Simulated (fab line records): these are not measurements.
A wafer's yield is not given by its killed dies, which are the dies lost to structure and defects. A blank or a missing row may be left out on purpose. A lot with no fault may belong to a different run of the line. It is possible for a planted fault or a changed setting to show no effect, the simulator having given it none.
Matching of chambers ; flow nand harc ; 4 sister chambers for NHARC_P_M1_ETCH_35 on rie diel-02
The step etches the open film in N2/H2, target depth 40 nm, overetch 12 nm, time 43.94 s. 14 wafers are shown with their chamber, then 7 later ones without.

## WAFERS, EACH WITH ITS CHAMBER
wafer;chamber;drypump motor current A (A);rf vpp V (V);oes product au (a.u.)
L149.1;0;5.1;429.0;0.977
L149.3;2;5.5;432.7;1.008
L149.4;3;5.8;433.3;0.973
L152.1;0;5.1;429.2;0.981
L152.3;3;5.8;432.5;0.996
L152.4;2;5.4;433.8;1.004
L161.1;3;5.8;432.9;1.005
L161.5;2;5.5;432.9;1.035
L161.6;1;6.1;426.2;1.024
L164.2;2;5.5;431.8;1.024
L164.3;1;6.1;428.1;1.002
L164.5;0;5.1;428.0;0.991
L165.2;0;5.1;429.0;0.992
L165.3;3;5.8;434.4;1.005

SIGNATURES (averages over the wafers above)
reading;chamber 0;chamber 1;chamber 2;chamber 3;scatter within a chamber
drypump motor current A;5.100;6.100;5.475;5.800;0.0274
rf vpp V;428.800;427.150;432.800;433.275;0.819
oes product au;0.98525;1.01300;1.01775;0.99475;0.0131
Rule: for a wafer and a chamber, the distance is found by dividing, reading by reading, the gap between the wafer's reading and the chamber's mean by the reading's scatter, squaring, summing and taking the root. The wafer belongs to the nearest chamber; if the next one is less than 2 further off, it can't be placed. The scatter: take each reading less its chamber's mean, square it, sum over the shown wafers, divide by the number of wafers less the number of chambers, and take the root.

## WAFERS WITH NO CHAMBER GIVEN
wafer;drypump motor current A (A);rf vpp V (V);oes product au (a.u.)
L165.5;5.5;432.6;1.021
L167.2;5.8;432.7;0.998
L167.3;6.1;427.0;1.010
L167.5;5.5;433.8;1.013
L170.1;5.1;429.5;0.993
L170.4;5.8;434.2;1.019
L170.5;5.8;433.7;1.015

## EACH ONE'S CHAMBER
wafer;from the rows above;in truth
L165.5;2;2
L167.2;3;3
L167.3;1;1
L167.5;2;2
L170.1;0;0
L170.4;3;3
L170.5;3;3
7 of 7 placed correctly. Can't be placed from these rows: 0. Number placed wrongly: 0.
